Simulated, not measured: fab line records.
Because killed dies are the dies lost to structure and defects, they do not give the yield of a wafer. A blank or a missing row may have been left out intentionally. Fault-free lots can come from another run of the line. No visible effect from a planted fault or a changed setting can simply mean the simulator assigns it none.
Matching of chambers ; flow n5_finfet ; N5_BEOL_M9_ETCH_76 on rie_diel-05: 4 sister chambers
The step etches underlayer in N2/H2, target depth 6.5 nm, time 5.2 s. 4 wafers are shown with their chamber, then 11 later ones without.

WAFERS PAIRED WITH THEIR CHAMBERS
wafer;chamber;drypump_motor_current_A (A)
L087.5;1;5.6
L088.1;3;5.7
L088.4;0;6.0
L091.1;2;5.1

WAFERS WHOSE CHAMBER IS MISSING
wafer;drypump_motor_current_A (A)
L091.4;5.5
L091.5;5.5
L090.3;5.5
L090.5;5.5
L090.6;6.0
L093.2;5.5
L093.3;6.0
L093.4;5.1
L097.1;5.1
L097.3;5.6
L097.5;5.5

WHICH CHAMBER EACH WENT THROUGH
wafer;from the rows above;in truth
L091.4;can't be placed: 1 or 3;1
L091.5;can't be placed: 1 or 3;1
L090.3;can't be placed: 1 or 3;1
L090.5;can't be placed: 1 or 3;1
L090.6;0;0
L093.2;can't be placed: 1 or 3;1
L093.3;0;0
L093.4;2;2
L097.1;2;2
L097.3;can't be placed: 1 or 3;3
L097.5;can't be placed: 1 or 3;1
Placed correctly: 4 of 11. Unplaceable from these rows: 7, with the true chamber sitting among the candidates in 7. 0 placed wrongly.
How it was worked out, from the rows above alone: a wafer's distance from a chamber is the root of the sum, over the readings, of the square of ((its reading less the chamber's mean) divided by the reading's scatter). The wafer belongs to the nearest chamber; if the next one is less than 2 further off, it can't be placed. A chamber's mean is the mean of its shown wafers. The scatter: with one shown wafer a chamber, the root of the mean of the squares of how far each hidden wafer lies from its nearest shown one.
